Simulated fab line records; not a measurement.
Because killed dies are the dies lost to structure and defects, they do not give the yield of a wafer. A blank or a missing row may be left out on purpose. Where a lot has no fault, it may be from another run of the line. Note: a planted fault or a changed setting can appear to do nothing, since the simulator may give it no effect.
Chamber matching    flow nand harc    rie diel-13 running NHARC_P_M2_DESCUM_14: 4 sister chambers
The step chemistry O2, time 3 s. 16 wafers are shown with their chamber, then 8 later ones without.

## WAFERS, EACH WITH ITS CHAMBER
wafer   chamber  oes product au (a.u.)  throttle valve pct (%)  rf vpp V (V)
L491.2  3        1.010                  11.320                  56.5
L491.4  0        0.999                  11.319                  57.2
L491.5  2        1.002                  11.311                  58.0
L492.1  0        1.005                  11.310                  59.3
L492.3  2        0.995                  11.302                  58.1
L492.5  3        0.999                  11.309                  58.2
L495.1  3        0.980                  11.329                  58.2
L495.3  0        0.998                  11.330                  57.2
L495.5  1        0.995                  11.310                  58.0
L496.3  2        0.991                  11.301                  57.7
L496.4  0        1.005                  11.312                  58.2
L496.6  1        0.995                  11.320                  57.8
L499.2  0        1.010                  11.304                  58.7
L499.3  2        0.987                  11.322                  58.7
L499.6  2        0.992                  11.305                  58.7
L501.1  3        0.989                  11.325                  59.0

SIGNATURES (means of the wafers above)
reading             chamber 0  chamber 1  chamber 2  chamber 3  scatter within a chamber
oes product au      1.00340    0.99500    0.99340    0.99450    0.00776
throttle valve pct  11.31500   11.31500   11.30820   11.32075   0.00899
rf vpp V            58.120     57.900     58.240     57.975     0.794
Rule: for a wafer and a chamber, the distance is found by dividing, reading by reading, the gap between the wafer's reading and the chamber's mean by the reading's scatter, squaring, summing and taking the root. If the next closest chamber is less than 2 further off than the closest, the wafer can't be placed; otherwise it belongs to the closest. The scatter: the root of (the sum of the squares of (reading less its chamber's mean) over the shown wafers, divided by (wafers less chambers)).

## WAFERS MISSING THEIR CHAMBER
wafer   oes product au (a.u.)  throttle valve pct (%)  rf vpp V (V)
L501.2  0.992                  11.320                  57.4
L501.5  1.000                  11.322                  57.0
L509.2  1.000                  11.308                  59.1
L509.4  0.988                  11.314                  58.1
L509.5  0.996                  11.318                  58.1
L511.1  0.987                  11.307                  57.5
L511.3  0.991                  11.310                  57.8
L511.6  0.982                  11.312                  58.4

## CHAMBER TAKEN BY EACH
wafer   from the rows above                in truth
L501.2  can't be placed: 3 or 1 or 2 or 0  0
L501.5  can't be placed: 3 or 1 or 0 or 2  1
L509.2  can't be placed: 2 or 0 or 1 or 3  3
L509.4  can't be placed: 1 or 2 or 3 or 0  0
L509.5  can't be placed: 3 or 1 or 0 or 2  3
L511.1  can't be placed: 2 or 1 or 3 or 0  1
L511.3  can't be placed: 2 or 1 or 3 or 0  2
L511.6  can't be placed: 2 or 1 or 3 or 0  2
0 of 8 placed correctly. Unplaceable from these rows: 8, with the true chamber sitting among the candidates in 8. Wrongly placed: 0.
